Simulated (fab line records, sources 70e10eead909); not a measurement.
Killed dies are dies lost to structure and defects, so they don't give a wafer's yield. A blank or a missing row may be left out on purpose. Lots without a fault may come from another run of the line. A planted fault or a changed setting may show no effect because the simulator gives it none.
Which tool did it? | flow nand_harc | 6 lots, 17 wafers sampled, at 1 step of a route of 1302

WHAT THE GAUGES READ, wafer by wafer
NHARC_P_STI_CD_MEAS_09: target cd 200 nm.
lot  | measured     | on        | cd_nm (nm)
L959 | day 3 07:17  | cd_sem-03 | 206 195 204
L962 | day 4 12:49  | cd_sem-01 | 200 202 208
L964 | day 5 06:43  | cd_sem-02 | 198 200 205
L974 | day 9 10:16  | cd_sem-03 | 201 203
L976 | day 10 06:32 | cd_sem-02 | 198 203 202
L980 | day 11 23:40 | cd_sem-03 | 207 198 201

WHICH TOOL RAN EACH LOT (tool, then ch and the chambers of the sampled wafers, then the start)
The record holds no process step before these readings.

THE ANSWER, worked out from the rows above alone
Rule: what is usual is taken from the lots themselves. Put in order of their means at a reading, lots are off if they are a third of the lots or fewer, leave a main group of 4 or more, and stand apart from it by a gap of 3 or more times the standard deviation of the main group's means; of several such gaps the widest counts. A main group whose means are all the same, to the digits that the tables above print for the reading, isn't used. A lot without any number at a reading at which 4 lots or more have one is off too. The other lots that the step has rows for count as sound.
No lot is off at any reading shown: from this, nothing can be told.

WHAT THE SIMULATOR HAD PUT IN
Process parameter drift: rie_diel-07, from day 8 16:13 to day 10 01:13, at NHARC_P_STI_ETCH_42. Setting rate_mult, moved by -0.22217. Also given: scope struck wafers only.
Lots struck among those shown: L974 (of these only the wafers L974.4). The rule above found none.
